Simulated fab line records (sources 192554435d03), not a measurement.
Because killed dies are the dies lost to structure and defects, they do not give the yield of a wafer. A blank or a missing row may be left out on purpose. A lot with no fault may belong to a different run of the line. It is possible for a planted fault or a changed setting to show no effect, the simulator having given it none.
Chamber matching | flow n5 finfet | N5_BEOL_M11_VIA_ETCH_34 on rie diel-05: 4 sister chambers
The step etches SiCOH lowk in C4F6/O2, target depth 184.5 nm, time 69.2 s. 8 wafers are shown with their chamber, then 11 later ones without.

== WAFERS WITH THEIR CHAMBER ==
wafer  | chamber | drypump motor current A (A) | rf vpp V (V)
L083.2 | 1       | 5.15                        | 668
L080.4 | 3       | 5.75                        | 666
L084.2 | 0       | 5.79                        | 650
L084.6 | 2       | 5.66                        | 648
L087.4 | 0       | 5.81                        | 651
L087.5 | 3       | 5.75                        | 665
L087.6 | 1       | 5.20                        | 668
L090.1 | 2       | 5.62                        | 647

== WAFERS WITHOUT THEIR CHAMBER ==
wafer  | drypump motor current A (A) | rf vpp V (V)
L090.2 | 5.80                        | 651
L090.4 | 5.23                        | 669
L094.1 | 5.74                        | 666
L094.2 | 5.77                        | 652
L094.5 | 5.19                        | 669
L095.1 | 5.77                        | 665
L095.5 | 5.65                        | 646
L095.6 | 5.17                        | 670
L096.3 | 5.21                        | 669
L096.5 | 5.19                        | 668
L096.6 | 5.64                        | 649

== WHICH CHAMBER EACH ONE RAN IN ==
wafer  | from the rows above | in truth
L090.2 | 0                   | 0
L090.4 | 1                   | 1
L094.1 | 3                   | 3
L094.2 | 0                   | 0
L094.5 | 1                   | 1
L095.1 | 3                   | 3
L095.5 | 2                   | 2
L095.6 | 1                   | 1
L096.3 | 1                   | 1
L096.5 | 1                   | 1
L096.6 | 2                   | 2
Correctly placed: 11 of 11. Not placeable from these rows: 0. 0 placed wrongly.
How it was worked out, from the rows above alone: a wafer's distance from a chamber is the root of the sum, over the readings, of the square of ((its reading less the chamber's mean) divided by the reading's scatter). If the next closest chamber is less than 2 further off than the closest, the wafer can't be placed; otherwise it belongs to the closest. For every chamber, the mean is computed from those of its wafers that are shown. The scatter is the square root of a quotient: the sum, over the shown wafers, of each reading's squared deviation from its chamber's mean, divided by wafers minus chambers.
